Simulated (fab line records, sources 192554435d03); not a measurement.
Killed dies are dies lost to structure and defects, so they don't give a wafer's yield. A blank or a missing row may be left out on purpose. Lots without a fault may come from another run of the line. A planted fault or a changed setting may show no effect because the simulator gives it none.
fab line records | flow n5_finfet
record lots=7 wafers=21 last_day=18
route steps=1938 shown ZERO_LAYER@6 BEOL_M4@1111 PASSIVATION@1936
lots that met no fault: from a run of the same line without faults
start_h: hours from the record's first day to the start of the lot's first wafer shown | wait_h: hours since the lot's step before | " the same as in the row above | L1.1+2: a row that stands for several wafers | - no value, or no start given | * or withheld: withheld | < > ~ a bound
route shown NAME@n: a module of which the file shows steps, and the number in the route of the first | usual: mean/standard deviation of fault-free wafers | same: alike in all rows | chamber/n: place in a boat | sites: the reading at each site | _std_site: their standard deviation | _edge_site: outer sites' mean less inner sites' | radius_mm: how far each site lies from the wafer's centre | mask NAME#n: copy n | behind: the tool/chamber that last shaped the wafer | hold: why the lot was held/for how many hours/how that ended | device: the transistor (n, p or np) that didn't switch | end of line: the same wafers' tests at the end of the route | a step without rows: its recipe alone | killed: dies lost to structure and defects at the first sort, not the wafer's yield | map: a wafer's dies, x killed, . not, _ none there
set.NAME: the setting as run; set.NAME@STEP: as run at that earlier step | model.NAME: the simulator's own value behind a step, which no gauge read
lots at some steps of the route; a table a step, a row a wafer
services: from which hour (start_h, from the record's first day; less than 0 if before it) a tool's chamber was out of use, for how many hours, and why
## steps
# step N5_ZERO_LAYER_COAT_05
# recipe spin_rpm=1500 resist_thk_nm=1000
# step N5_ZERO_LAYER_EBR_07
# recipe solvent=PGMEA ebr_width_mm=1.5
# step N5_ZERO_LAYER_SOFTBAKE_06
# recipe temp_c=100 time_s=90
# step N5_ZERO_LAYER_EXPOSE_08
# recipe mask_id=ZERO na=0.55 source_shape=conventional sigma_outer=0.8 polarization=unpolarized defocus_nm=0 target_cd_nm=2000 dose_mj=16.2
# step N5_ZERO_LAYER_PEB_09
# recipe peb_temp_c=withheld peb_time_s=*
# step N5_ZERO_LAYER_DEVELOP_10
# recipe develop_time_s=60 rinse_liquid=diw dry=air_spin dev_temp_c=21
# step N5_ZERO_LAYER_HARDBAKE_23
# recipe temp_c=130 time_s=120
# step N5_ZERO_LAYER_CD_MEAS_11
# recipe target_cd_nm=2000 landing_energy_ev=500 detector=se_inlens
# usual cd_nm=2000.0/1.6
# columns lot.wafer tool chamber start_h wait_h cd_nm
L677.1 cd_sem-02 0 54.67 - 1998.8
L677.5 " 0 " " 1998.5
L677.6 " 0 " " 1997.1
L678.1 cd_sem-01 0 60.80 - 1998.8
L678.2 " 0 " " 2000.0
L678.3 " 0 " " 1998.9
L687.4 cd_sem-01 0 114.77 - 2000.4
L687.5 " 0 " " 2001.3
L687.6 " 0 " " 2001.8
L688.1 cd_sem-02 0 120.95 - 1998.4
L688.2 " 0 " " 1999.0
L688.3 " 0 " " 1999.0
L689.3 cd_sem-01 0 126.64 - 1999.5
L689.5 " 0 " " 1999.1
L689.6 " 0 " " 1998.4
L692.4 cd_sem-02 0 144.65 - 1998.0
L692.5 " 0 " " 1997.3
L692.6 " 0 " " 2000.2
L693.3 cd_sem-03 0 150.96 - 2001.7
L693.4 " 0 " " 2000.5
L693.6 " 0 " " 2000.0
# step N5_ZERO_LAYER_DESCUM_16
# recipe chemistry=O2 time_s=7.9 source_power_w=50 bias_power_w=20 pressure_mtorr=20 rf_frequency_hz=2.712e+07 temp_c=40 o2_flow_sccm=225
# usual chamber_pressure_mTorr=20.002/0.019 drypump_motor_current_A=5.5/0.42 oes_product_au=0.79/0.073 rf_vpp_V=243.5/1.1 showerhead_plenum_p_Torr=2.11/0.061 throttle_valve_pct=20.39/0.14
# columns lot.wafer tool chamber start_h wait_h chamber_pressure_mTorr drypump_motor_current_A oes_product_au rf_hours_counter_h rf_vpp_V showerhead_plenum_p_Torr throttle_valve_pct
L677.1 rie_diel-05 2 54.71 0.0 20.022 6.1 0.80 110 244.0 2.11 20.31
L677.5 " 1 " " 20.036 5.8 0.77 - 242.4 2.02 20.22
L677.6 " 0 " " 19.999 4.7 0.73 - 244.0 2.17 20.53
L678.1 rie_diel-03 2 61.01 0.2 20.008 5.4 0.68 242 240.1 2.06 20.67
L678.2 " 1 " " 19.974 5.3 0.73 168 243.9 2.17 20.45
L678.3 " 3 " " 20.008 6.2 0.87 32 243.5 2.04 20.28
L687.4 rie_diel-04 1 114.82 0.1 20.012 4.9 0.90 - 245.0 2.22 20.40
L687.5 " 0 " " 20.025 5.7 0.77 - 243.9 2.09 20.45
L687.6 " 3 " " 20.013 5.3 0.75 - 245.4 2.18 20.61
L688.1 rie_diel-04 1 120.99 0.0 20.015 4.8 0.90 38 244.8 2.22 20.39
L688.2 " 0 " " 19.999 5.6 0.77 151 242.8 2.09 20.45
L688.3 " 3 " " 19.992 5.2 0.74 150 245.0 2.18 20.61
L689.3 rie_diel-04 1 126.68 0.0 20.023 4.9 0.90 40 243.8 2.22 20.41
L689.5 " 3 " " 20.004 5.3 0.75 - 244.3 2.18 20.60
L689.6 " 0 " " 19.999 5.6 0.77 - 242.4 2.09 20.45
L692.4 rie_diel-03 1 144.68 0.0 20.005 5.2 0.72 196 244.8 2.16 20.52
L692.5 " 2 " " 19.982 5.4 0.96 - 241.6 2.06 20.32
L692.6 " 3 " " 19.965 6.2 0.83 - 241.5 2.03 20.33
L693.3 rie_diel-05 1 150.99 0.0 20.003 5.8 0.75 159 241.4 2.01 20.24
L693.4 " 2 " " 19.984 6.1 0.78 132 242.5 2.10 20.34
L693.6 " 1 " " 20.006 5.8 0.74 - 242.0 2.01 20.25
# step N5_ZERO_LAYER_ETCH_17
# recipe chemistry=CF4 target=SiO2 target_depth_a=120 time_s=13.3 ion_energy_ev=350 pressure_mtorr=40 source_w=450 bias_w=215 Ar_flow_sccm=100 cf4_flow_sccm=100
# usual chamber_pressure_mTorr=40.00/0.038 drypump_motor_current_A=5.5/0.42 oes_product_au=0.79/0.075 rf_vpp_V=950/3.8 showerhead_plenum_p_Torr=2.16/0.06 throttle_valve_pct=15.63/0.14
# columns lot.wafer tool chamber start_h wait_h chamber_pressure_mTorr drypump_motor_current_A oes_product_au rf_hours_counter_h rf_vpp_V showerhead_plenum_p_Torr throttle_valve_pct
L677.1 rie_diel-05 2 54.75 0.0 39.97 6.1 0.80 110 949 2.16 15.54
L677.5 " 1 " " 40.00 5.8 0.77 - 944 2.07 15.48
L677.6 " 0 " " 40.02 4.8 0.73 - 953 2.21 15.71
L678.1 rie_diel-03 2 61.04 0.0 39.97 5.4 0.68 242 946 2.12 15.95
L678.2 " 1 " " 39.96 5.3 0.74 168 954 2.22 15.72
L678.3 " 3 " " 40.01 6.2 0.88 32 946 2.09 15.48
L687.4 rie_diel-04 1 114.87 0.0 40.02 4.8 0.91 - 958 2.27 15.61
L687.5 " 0 " " 39.98 5.6 0.77 - 949 2.14 15.64
L687.6 " 3 " " 40.07 5.3 0.73 - 954 2.24 15.83
L688.1 rie_diel-04 1 121.03 0.0 39.99 4.9 0.90 38 957 2.27 15.61
L688.2 " 0 " " 39.97 5.6 0.76 151 949 2.14 15.64
L688.3 " 3 " " 39.91 5.2 0.73 150 954 2.24 15.84
L689.3 rie_diel-04 1 126.71 0.0 40.04 4.9 0.91 40 957 2.27 15.61
L689.5 " 3 " " 40.05 5.3 0.73 - 955 2.23 15.86
L689.6 " 0 " " 40.00 5.6 0.76 - 948 2.14 15.64
L692.4 rie_diel-03 1 144.71 0.0 39.96 5.3 0.72 196 951 2.21 15.78
L692.5 " 2 " " 40.06 5.4 0.97 - 946 2.11 15.49
L692.6 " 3 " " 40.02 6.2 0.83 - 947 2.08 15.52
L693.3 rie_diel-05 1 151.03 0.0 39.99 5.8 0.74 159 944 2.06 15.53
L693.4 " 2 " " 40.01 6.1 0.77 132 950 2.15 15.59
L693.6 " 1 " " 39.99 5.8 0.74 - 942 2.06 15.50
# step N5_ZERO_LAYER_ETCH_18
# recipe chemistry=HBr/Cl2 target=Si target_depth_a=1200 time_s=40 pressure_mtorr=10 icp_w=800 bias_w=75 HBr_flow_sccm=150 Cl2_flow_sccm=80
# usual chamber_pressure_mTorr=10.000/0.0088 drypump_motor_current_A=5.9/0.46 he_backside_leak_sccm=2.8/0.3 mfc_cl2_sccm=80.01/0.22 oes_product_au=1.006/0.013 throttle_valve_pct=36.3/0.34
# columns lot.wafer tool chamber start_h wait_h chamber_pressure_mTorr drypump_motor_current_A he_backside_leak_sccm mfc_cl2_sccm oes_product_au rf_hours_counter_h throttle_valve_pct
L677.1 rie_si-04 1 54.82 0.0 10.003 5.1 3.0 80.26 1.002 31 36.6
L677.5 " 2 " " 10.010 6.6 2.6 80.17 1.017 - 36.5
L677.6 " 3 " " 10.021 6.4 2.9 79.90 1.010 - 36.7
L678.1 rie_si-04 0 61.12 0.0 10.004 6.0 3.0 80.26 1.007 40 35.8
L678.2 " 2 " " 9.995 6.5 2.6 80.10 1.018 147 36.6
L678.3 " 1 " " 10.008 5.1 2.8 79.94 1.003 31 36.6
L687.4 rie_si-06 2 114.91 0.0 10.005 5.8 2.4 80.09 1.009 43 36.2
L687.5 " 0 " " 9.988 5.9 2.9 79.86 0.982 - 36.9
L687.6 " 1 " " 9.998 5.9 2.9 79.97 1.029 - 36.0
L688.1 rie_si-06 1 121.10 0.0 9.998 5.8 3.0 80.25 1.021 126 36.0
L688.2 " 2 " " 10.010 5.8 2.4 80.02 1.007 43 36.2
L688.3 " 0 " " 10.001 5.8 2.9 80.00 0.986 145 36.9
L689.3 rie_si-04 1 126.79 0.0 9.999 5.1 3.0 79.87 1.006 32 36.6
L689.5 " 2 " " 10.004 6.6 2.6 80.29 1.017 - 36.6
L689.6 " 3 " " 10.011 6.4 3.1 79.86 1.014 - 36.7
L692.4 rie_si-06 3 144.79 0.0 9.998 6.0 2.7 79.90 1.018 21 36.2
L692.5 " 1 " " 10.002 5.9 3.3 80.16 1.014 - 36.0
L692.6 " 0 " " 10.000 5.8 2.8 80.14 0.981 - 36.9
L693.3 rie_si-04 0 151.10 0.0 10.002 5.9 2.9 79.79 1.014 41 35.8
L693.4 " 1 " " 10.004 5.1 5.4 79.76 1.002 32 36.6
L693.6 " 0 " " 9.995 5.9 3.0 79.85 1.023 - 35.8
# step N5_ZERO_LAYER_STRIP_24
# recipe chemistry=O2 power_w=1000 temp_c=250 overash_fraction=0.3 pressure_mtorr=1000 o2_flow_sccm=6750
# usual chamber_pressure_mTorr=999.9/0.87 drypump_motor_current_A=5.5/0.36 heater_power_w=337/19 oes_product_au=0.647/0.0046 strip_time_to_endpoint_s=43.85/0.1
# columns lot.wafer tool chamber start_h wait_h chamber_pressure_mTorr drypump_motor_current_A heater_power_w oes_product_au rf_hours_counter_h strip_time_to_endpoint_s
L677.1 plasma_asher-02 0 54.92 0.1 1001.6 5.4 312 0.644 87 43.89
L677.5 " 0 " " 998.0 5.4 314 0.646 - 43.83
L677.6 " 1 " " 999.4 5.1 343 0.655 - 43.88
L678.1 plasma_asher-01 1 61.22 0.1 999.3 6.2 323 0.639 35 43.76
L678.2 " 0 " " 1000.4 5.6 348 0.653 35 43.77
L678.3 " 1 " " 999.2 6.1 331 0.649 - 43.78
L687.4 plasma_asher-01 0 115.04 0.1 1000.8 5.6 359 0.646 - 43.90
L687.5 " 1 " " 1001.7 6.2 330 0.644 - 43.86
L687.6 " 0 " " 1000.9 5.5 360 0.646 - 43.85
L688.1 plasma_asher-01 1 121.20 0.1 999.8 6.2 330 0.649 47 43.74
L688.2 " 0 " " 1000.5 5.6 367 0.645 47 43.69
L688.3 " 0 " " 1000.0 5.5 370 0.651 - 43.71
L689.3 plasma_asher-01 0 126.91 0.1 999.0 5.5 360 0.652 - 43.89
L689.5 " 0 " " 1000.2 5.5 366 0.651 - 43.88
L689.6 " 1 " " 1000.0 6.1 335 0.650 - 43.96
L692.4 plasma_asher-02 0 144.91 0.1 999.6 5.5 315 0.646 - 43.94
L692.5 " 0 " " 1001.4 5.4 316 0.642 - 43.87
L692.6 " 1 " " 1001.3 5.1 347 0.641 - 43.94
L693.3 plasma_asher-02 0 151.23 0.1 1000.9 5.4 312 0.639 - 43.88
L693.4 " 1 " " 1000.6 5.1 343 0.649 - 43.99
L693.6 " 0 " " 999.0 5.4 319 0.640 - 44.00
# step N5_ZERO_LAYER_STRIP_19
# recipe chemistry=SPM time_s=900 temp_c=130 h2so4_h2o2_vol_ratio=4 dry=ipa_marangoni
# usual bath_guard_temp_C=129.9/0.49 bath_heat_duty_pct=15.0/1.6
# columns lot.wafer tool chamber start_h wait_h bath_guard_temp_C bath_heat_duty_pct
L677.1 wet_bench-04 7 55.01 0.1 129.6 13.2
L677.5 " 2 " " 129.6 13.7
L677.6 " 3 " " 130.4 16.6
L678.1 wet_bench-04 6 61.31 0.1 130.0 15.8
L678.2 " 1 " " 130.4 17.6
L678.3 " 2 " " 129.8 13.1
L687.4 wet_bench-04 4 115.10 0.0 - -
L687.5 " 1 " " - -
L687.6 " 5 " " - -
L688.1 wet_bench-04 2 121.29 0.1 - -
L688.2 " 3 " " - -
L688.3 " 5 " " - -
L689.3 wet_bench-06 1 126.98 0.0 - -
L689.5 " 2 " " - -
L689.6 " 5 " " - -
L692.4 wet_bench-03 3 144.98 0.0 129.7 14.8
L692.5 " 1 " " 129.4 15.9
L692.6 " 6 " " 130.8 15.1
L693.3 wet_bench-03 7 151.29 0.0 129.4 18.0
L693.4 " 6 " " 130.7 14.5
L693.6 " 0 " " 130.1 15.1
# step N5_ZERO_LAYER_INSPECT_20
# recipe inspect_instrument=darkfield mode=post_clean
# usual raw_defect_count=38/18
# columns lot.wafer tool chamber start_h wait_h raw_defect_count
L677.1 defect_inspect-02 - 55.31 0.0 30
L677.5 " - " " 18
L677.6 " - " " 46
L678.1 defect_inspect-02 - 61.59 0.0 40
L678.2 " - " " 76
L678.3 " - " " 73
L687.4 defect_inspect-01 - 115.38 0.0 22
L687.5 " - " " 24
L687.6 " - " " 31
L688.1 defect_inspect-01 - 121.56 0.0 40
L688.2 " - " " 33
L688.3 " - " " 30
L689.3 defect_inspect-01 - 127.25 0.0 29
L689.5 " - " " 31
L689.6 " - " " 39
L692.4 defect_inspect-02 - 145.25 0.0 110
L692.5 " - " " 38
L692.6 " - " " 50
L693.3 defect_inspect-01 - 151.57 0.0 19
L693.4 " - " " 23
L693.6 " - " " 35
# step N5_BEOL_M4_RC_MEAS_101
# usual DIBL_N=36.4/1.5 DIBL_P=35.8/1.7 IOFF_N=0.154/0.022 IOFF_P=0.21/0.031 ION_N=672/8.8 ION_P=462/7.2 SS_N=71.5/0.53 SS_P=73.2/0.62 VT_N=250.4/2.5 VT_P=-250/3.5
# columns lot.wafer tool chamber start_h wait_h DIBL_N[mV/V] DIBL_P[mV/V] IOFF_N[nA/um] IOFF_P[nA/um] ION_N[uA/um] ION_P[uA/um] SS_N[mV/dec] SS_P[mV/dec] VT_N[mV] VT_P[mV]
L677.1 prober-02 0 223.58 0.0 35.5 33.3 0.140 0.19 675 463 70.8 73.0 249.1 -251
L677.5 " 0 " " 36.7 34.9 0.166 0.22 697 471 71.5 73.0 247.9 -247
L677.6 " 0 " " 34.4 32.2 0.124 0.18 669 462 71.7 72.1 251.4 -251
L678.1 prober-01 0 247.20 0.3 35.6 36.0 0.133 0.20 662 460 70.8 72.4 251.3 -251
L678.2 " 0 " " 37.7 38.7 0.170 0.24 681 467 71.4 73.5 247.1 -245
L678.3 " 0 " " 36.6 36.6 0.144 0.21 660 456 71.2 72.2 253.3 -249
L687.4 prober-02 0 285.46 0.5 35.3 34.8 0.137 0.23 672 467 71.5 73.1 252.2 -247
L687.5 " 0 " " 35.7 35.2 0.143 0.24 667 469 71.1 73.3 249.8 -247
L687.6 " 0 " " 36.3 35.3 0.155 0.24 672 468 72.1 73.1 250.5 -244
L688.1 prober-01 0 286.79 0.0 38.1 38.1 0.184 0.26 679 468 71.8 73.7 248.1 -246
L688.2 " 0 " " 38.0 38.5 0.204 0.27 683 473 71.0 73.5 244.4 -242
L688.3 " 0 " " 35.5 34.9 0.140 0.21 670 465 70.7 72.9 250.9 -250
L689.3 prober-01 0 288.70 0.3 37.9 36.6 0.181 0.20 672 453 72.1 73.3 247.7 -250
L689.5 " 0 " " 37.1 36.2 0.175 0.20 680 459 72.1 73.1 247.8 -252
L689.6 " 0 " " 37.8 36.5 0.181 0.20 673 453 71.5 72.5 249.4 -250
L692.4 prober-01 0 301.30 0.5 37.2 36.3 0.176 0.25 689 473 71.9 74.3 248.4 -246
L692.5 " 0 " " 36.9 34.8 0.156 0.22 667 459 72.1 72.9 252.1 -247
L692.6 " 0 " " 36.4 35.2 0.161 0.23 678 467 71.9 72.9 250.2 -249
L693.3 prober-02 0 322.91 0.3 34.8 33.2 0.115 0.17 662 454 70.1 72.4 254.0 -251
L693.4 " 0 " " 34.5 33.1 0.119 0.17 668 463 70.5 72.8 251.2 -253
L693.6 " 0 " " 35.1 33.4 0.122 0.17 657 461 70.2 72.3 253.7 -251
# step N5_PASSIVATION_PROBE_49
# usual defect_limited_yield=91.5/1.4 killed_at_M0_to_M3=32/9.8 killed_at_M4_up=13/5.3 killed_at_contacts=13/6.4 killed_at_front_end=39/10 killed_at_other=3.1/2.5 killed_dies=100/17 killed_open=65/13 killed_short=33/7.7 sort_bin_5_function=5.0/0.93 sort_bin_6_memory=3.2/0.69 sort_n_pass=1080/17 sort_yield_pct=91.5/1.4
# same gross_dies=1180 killed_at_back_side=0 sort_bin_4_leakage[%]=0 sort_bin_8_speed[%]=0
# columns lot.wafer tool chamber start_h wait_h defect_limited_yield[%] killed_at_M0_to_M3 killed_at_M4_up killed_at_contacts killed_at_front_end killed_at_other killed_dies killed_open killed_short sort_bin_5_function[%] sort_bin_6_memory[%] sort_n_pass sort_yield_pct[%]
L677.1 prober-01 - 325.91 0.0 92.0 34 9 10 31 10 94 61 32 5.5 2.3 1086 92.0
L677.5 prober-01 - 326.11 0.2 91.9 34 7 6 46 2 95 62 31 3.7 3.7 1085 91.9
L677.6 prober-01 - 326.16 0.3 90.4 50 13 10 33 7 113 77 33 5.9 3.5 1067 90.4
L678.1 prober-01 - 361.26 0.0 87.6 42 12 28 60 4 146 94 51 6.9 5.3 1034 87.6
L678.2 prober-01 - 361.31 0.1 88.1 34 17 28 60 1 140 81 54 6.9 4.5 1040 88.1
L678.3 prober-01 - 361.36 0.1 89.9 38 20 17 43 1 119 81 34 5.9 3.6 1061 89.9
L687.4 prober-02 - 394.65 0.2 91.3 30 10 18 41 4 103 65 34 5.1 3.3 1077 91.3
L687.5 prober-02 - 394.70 0.2 90.1 46 18 12 41 0 117 84 33 5.8 3.6 1063 90.1
L687.6 prober-02 - 394.75 0.3 91.4 49 8 15 29 1 102 62 39 5.3 3.3 1078 91.4
L688.1 prober-02 - 401.23 0.0 90.5 29 14 26 40 3 112 77 35 5.7 3.5 1068 90.5
L688.2 prober-02 - 401.28 0.1 88.9 30 24 23 50 4 131 96 35 6.7 4.4 1049 88.9
L688.3 prober-02 - 401.33 0.1 91.9 23 10 10 51 1 95 62 33 4.5 3.2 1085 91.9
L689.3 prober-02 - 405.18 0.1 92.6 32 15 2 36 2 87 51 35 4.2 2.9 1093 92.6
L689.5 prober-02 - 405.28 0.2 92.5 23 5 16 42 2 88 55 33 4.2 3.1 1092 92.5
L689.6 prober-02 - 405.33 0.3 91.8 36 8 16 36 1 97 67 30 4.4 3.5 1083 91.8
L692.4 prober-02 - 413.03 0.2 91.9 55 6 6 26 2 95 54 40 4.7 3.0 1085 91.9
L692.5 prober-02 - 413.08 0.2 93.4 34 5 7 30 2 78 46 29 3.6 2.6 1102 93.4
L692.6 prober-02 - 413.13 0.3 91.0 49 17 6 34 0 106 70 36 5.7 3.1 1074 91.0
L693.3 prober-02 - 432.17 0.1 88.8 49 9 19 54 1 132 100 32 6.1 4.7 1048 88.8
L693.4 prober-02 - 432.22 0.2 91.7 33 16 9 39 1 98 70 28 5.0 3.3 1082 91.7
L693.6 prober-02 - 432.32 0.3 90.9 48 11 13 33 2 107 70 37 5.2 3.6 1073 90.9
# killed by level:class
L677.1 STI_FIN_REVEAL:geometric_particle:open=8 MOL_CONTACT_COAG:geometric_particle:open=8 BEOL_M0_SAQP:geometric_particle:short=6 BEOL_M0_SAQP:geometric_particle:open=6 BEOL_M0:geometric_particle:open=5 BEOL_M2:geometric_particle:open=4 PAD_METAL:geometric_particle:short=4 FIN_SAQP:geometric_particle:short=3
L677.5 STI_FIN_REVEAL:geometric_particle:open=17 BEOL_M3:geometric_particle:open=8 MOL_CONTACT_COAG:geometric_particle:open=5 BEOL_M0_SAQP:geometric_particle:open=5 FIN_SAQP:geometric_particle:open=4 STI_FIN_REVEAL:geometric_particle:short=4 DUMMY_GATE:geometric_particle:open=4 ILD0:geometric_particle:open=4
L677.6 BEOL_M2:geometric_particle:open=12 MOL_CONTACT_COAG:geometric_particle:open=9 STI_FIN_REVEAL:geometric_particle:open=8 BEOL_M1:geometric_particle:short=8 BEOL_M0_SAQP:geometric_particle:short=7 BEOL_M3:geometric_particle:open=7 DUMMY_GATE:geometric_particle:open=6 BEOL_M1:geometric_particle:open=6
L678.1 MOL_CONTACT_COAG:geometric_particle:open=21 BEOL_M2:geometric_particle:open=20 FIN_SAQP:geometric_particle:open=15 FIN_SAQP:geometric_particle:short=9 GATE_CUT:geometric_particle:short=9 MOL_CONTACT_COAG:geometric_particle:short=7 BEOL_M1:geometric_particle:open=6 GATE_CUT:geometric_particle:open=6
L678.2 FIN_SAQP:geometric_particle:open=16 MOL_CONTACT_COAG:geometric_particle:short=15 MOL_CONTACT_COAG:geometric_particle:open=13 STI_FIN_REVEAL:geometric_particle:open=12 BEOL_M0_SAQP:geometric_particle:short=10 FIN_SAQP:geometric_particle:short=7 BEOL_M2:geometric_particle:open=7 BEOL_M3:geometric_particle:open=5
L678.3 MOL_CONTACT_COAG:geometric_particle:open=14 BEOL_M4:geometric_particle:open=12 BEOL_M0_SAQP:geometric_particle:short=9 STI_FIN_REVEAL:geometric_particle:open=9 BEOL_M0_SAQP:geometric_particle:open=9 FIN_SAQP:geometric_particle:open=8 BEOL_M1:geometric_particle:open=8 BEOL_M2:geometric_particle:open=5
L687.4 MOL_CONTACT_COAG:geometric_particle:open=15 BEOL_M2:geometric_particle:open=12 FIN_SAQP:geometric_particle:short=10 STI_FIN_REVEAL:geometric_particle:open=7 DUMMY_GATE:geometric_particle:open=6 BEOL_M1:geometric_particle:open=6 BEOL_M0_SAQP:geometric_particle:open=5 FIN_SAQP:geometric_particle:open=4
L687.5 BEOL_M2:geometric_particle:open=13 STI_FIN_REVEAL:geometric_particle:open=11 MOL_CONTACT_COAG:geometric_particle:open=10 BEOL_M0_SAQP:geometric_particle:open=9 BEOL_M0_SAQP:geometric_particle:short=9 BEOL_M4:geometric_particle:open=9 FIN_SAQP:geometric_particle:open=6 FIN_SAQP:geometric_particle:short=6
L687.6 MOL_CONTACT_COAG:geometric_particle:open=13 BEOL_M0_SAQP:geometric_particle:short=13 BEOL_M0_SAQP:geometric_particle:open=10 BEOL_M2:geometric_particle:open=8 BEOL_M3:geometric_particle:open=6 FIN_SAQP:geometric_particle:short=5 STI_FIN_REVEAL:geometric_particle:open=5 GATE_CUT:geometric_particle:short=5
L688.1 MOL_CONTACT_COAG:geometric_particle:open=24 FIN_SAQP:geometric_particle:open=13 BEOL_M4:geometric_particle:open=10 BEOL_M0_SAQP:geometric_particle:short=8 BEOL_M0_SAQP:geometric_particle:open=7 FIN_SAQP:geometric_particle:short=4 STI_FIN_REVEAL:geometric_particle:open=4 GATE_CUT:geometric_particle:open=4
L688.2 FIN_SAQP:geometric_particle:open=18 MOL_CONTACT_COAG:geometric_particle:open=15 BEOL_M4:geometric_particle:open=13 STI_FIN_REVEAL:geometric_particle:open=9 MOL_CONTACT_COAG:geometric_particle:short=8 BEOL_M0:geometric_particle:open=7 BEOL_M0_SAQP:geometric_particle:short=6 BEOL_M0_SAQP:geometric_particle:open=5
L688.3 FIN_SAQP:geometric_particle:open=14 BEOL_M0_SAQP:geometric_particle:open=8 GATE_CUT:geometric_particle:open=8 MOL_CONTACT_COAG:geometric_particle:open=8 GATE_CUT:geometric_particle:short=6 BEOL_M0_SAQP:geometric_particle:short=5 BEOL_M4:geometric_particle:open=5 STARTING-WAFER:geometric_particle:short=5
L689.3 GATE_CUT:geometric_particle:short=11 BEOL_M4:geometric_particle:open=9 BEOL_M1:geometric_particle:open=8 BEOL_M2:geometric_particle:open=8 BEOL_M0_SAQP:geometric_particle:open=6 FIN_SAQP:geometric_particle:short=5 STARTING-WAFER:geometric_particle:short=5 FIN_SAQP:geometric_particle:open=4
L689.5 MOL_CONTACT_COAG:geometric_particle:open=13 FIN_SAQP:geometric_particle:short=9 FIN_SAQP:geometric_particle:open=8 DUMMY_GATE:geometric_particle:open=8 BEOL_M0_SAQP:geometric_particle:open=5 BEOL_M2:geometric_particle:open=5 GATE_CUT:geometric_particle:short=4 BEOL_M1:geometric_particle:open=4
L689.6 MOL_CONTACT_COAG:geometric_particle:open=13 STI_FIN_REVEAL:geometric_particle:open=11 BEOL_M0_SAQP:geometric_particle:open=8 BEOL_M0_SAQP:geometric_particle:short=6 BEOL_M2:geometric_particle:open=6 BEOL_M3:geometric_particle:open=6 FIN_SAQP:geometric_particle:open=5 FIN_SAQP:geometric_particle:short=5
L692.4 BEOL_M0_SAQP:geometric_particle:short=13 BEOL_M0_SAQP:geometric_particle:open=10 BEOL_M1:geometric_particle:open=9 BEOL_M3:geometric_particle:open=7 FIN_SAQP:geometric_particle:short=6 BEOL_M2:geometric_particle:open=6 STI_FIN_REVEAL:geometric_particle:open=5 MOL_CONTACT_COAG:geometric_particle:open=5
L692.5 FIN_SAQP:geometric_particle:open=10 BEOL_M2:geometric_particle:open=8 BEOL_M0_SAQP:geometric_particle:short=5 BEOL_M0_SAQP:geometric_particle:open=5 BEOL_M3:geometric_particle:open=5 FIN_SAQP:geometric_particle:short=4 MOL_CONTACT_COAG:geometric_particle:open=4 STARTING-WAFER:geometric_particle:open=4
L692.6 BEOL_M2:geometric_particle:open=14 STI_FIN_REVEAL:geometric_particle:open=10 BEOL_M1:geometric_particle:open=9 BEOL_M4:geometric_particle:open=9 FIN_SAQP:geometric_particle:short=5 MOL_CONTACT_COAG:geometric_particle:open=5 BEOL_M0_SAQP:geometric_particle:open=5 BEOL_M0_SAQP:geometric_particle:short=5
L693.3 FIN_SAQP:geometric_particle:open=27 BEOL_M0_SAQP:geometric_particle:open=17 MOL_CONTACT_COAG:geometric_particle:open=16 BEOL_M0_SAQP:geometric_particle:short=13 FIN_SAQP:geometric_particle:short=7 STI_FIN_REVEAL:geometric_particle:open=7 BEOL_M2:geometric_particle:open=7 BEOL_M1:geometric_particle:open=4
L693.4 FIN_SAQP:geometric_particle:open=14 BEOL_M0_SAQP:geometric_particle:open=9 MOL_CONTACT_COAG:geometric_particle:open=8 BEOL_M0_SAQP:geometric_particle:short=8 BEOL_M3:geometric_particle:open=6 BEOL_M4:geometric_particle:open=6 FIN_SAQP:geometric_particle:short=5 DUMMY_GATE:geometric_particle:open=5
L693.6 BEOL_M0_SAQP:geometric_particle:open=13 BEOL_M0_SAQP:geometric_particle:short=11 FIN_SAQP:geometric_particle:open=9 BEOL_M2:geometric_particle:open=9 MOL_CONTACT_COAG:geometric_particle:open=8 BEOL_M4:geometric_particle:open=7 FIN_SAQP:geometric_particle:short=5 MOL_CONTACT_COAG:geometric_particle:short=5
## services
# columns tool chamber start_h hours kind
plasma_asher-01 - 73.57 2.8 pm
wet_bench-04 - 74.26 1.9 pm
rie_diel-05 0 75.90 2.3 repair
wet_bench-03 - 79.08 9.8 repair
wet_bench-06 - 82.17 5.4 repair
rie_diel-03 2 95.08 - clean
rie_diel-03 2 95.08 - consumable_replace:focus_ring
rie_diel-03 2 95.08 27.3 scheduled_down
rie_diel-03 2 95.08 27.3 vent_cycle
rie_si-06 3 104.08 3.1 repair
rie_diel-04 2 109.25 - clean
rie_diel-04 2 109.25 - consumable_replace:focus_ring
rie_diel-04 2 109.25 15.5 scheduled_down
rie_diel-04 2 109.25 15.5 vent_cycle
rie_diel-05 2 133.74 16.1 repair
plasma_asher-02 - 140.19 1.2 repair
## key
first_sign step=N5_ZERO_LAYER_STRIP_19 reading=tool_record direction=missing
effect none on later readings
met_at N5_ZERO_LAYER_STRIP_19
struck_wafers L687.4,L687.5,L687.6,L688.1,L688.2,L688.3,L689.3,L689.5,L689.6
onset_between 61.31 115.10
fault kind=skipped_step_whole tool=wet_bench-04,wet_bench-06 chamber=- onset_h=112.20 steps=N5_ZERO_LAYER_STRIP_19 scope=struck_lots_only
